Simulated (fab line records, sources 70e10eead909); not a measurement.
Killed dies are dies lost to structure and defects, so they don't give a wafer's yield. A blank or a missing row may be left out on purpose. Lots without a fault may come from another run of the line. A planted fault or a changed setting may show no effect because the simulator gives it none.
Chamber matching | flow nand_harc | NHARC_A_STAIRCASE_STRIP_476 on rie_diel-07: 4 sister chambers
The step strips in O2, time 20 s. 4 wafers are shown with their chamber, then 12 later ones without.

WAFERS WITH THEIR CHAMBER
wafer  | chamber | drypump_motor_current_A (A)
L086.3 | 1       | 5.9
L090.3 | 2       | 6.2
L090.4 | 0       | 6.3
L090.5 | 3       | 4.9

WAFERS WITHOUT THEIR CHAMBER
wafer  | drypump_motor_current_A (A)
L092.1 | 6.2
L092.3 | 5.9
L092.6 | 4.9
L091.2 | 6.3
L091.3 | 5.0
L091.6 | 5.9
L093.3 | 4.9
L093.4 | 5.9
L093.5 | 4.9
L096.3 | 4.9
L096.5 | 5.0
L096.6 | 6.3

WHICH CHAMBER EACH WENT THROUGH
wafer  | from the rows above | in truth
L092.1 | 2                   | 2
L092.3 | 1                   | 1
L092.6 | 3                   | 3
L091.2 | 0                   | 0
L091.3 | 3                   | 3
L091.6 | 1                   | 1
L093.3 | 3                   | 3
L093.4 | 1                   | 1
L093.5 | 3                   | 3
L096.3 | 3                   | 3
L096.5 | 3                   | 3
L096.6 | 0                   | 0
Placed correctly: 12 of 12. Can't be placed from these rows: 0. Placed wrongly: 0.
How it was worked out, from the rows above alone: a wafer's distance from a chamber is the root of the sum, over the readings, of the square of ((its reading less the chamber's mean) divided by the reading's scatter). The wafer belongs to the nearest chamber; if the next one is less than 2 further off, it can't be placed. A chamber's mean is the mean of its shown wafers. The scatter: with one shown wafer a chamber, the root of the mean of the squares of how far each hidden wafer lies from its nearest shown one.
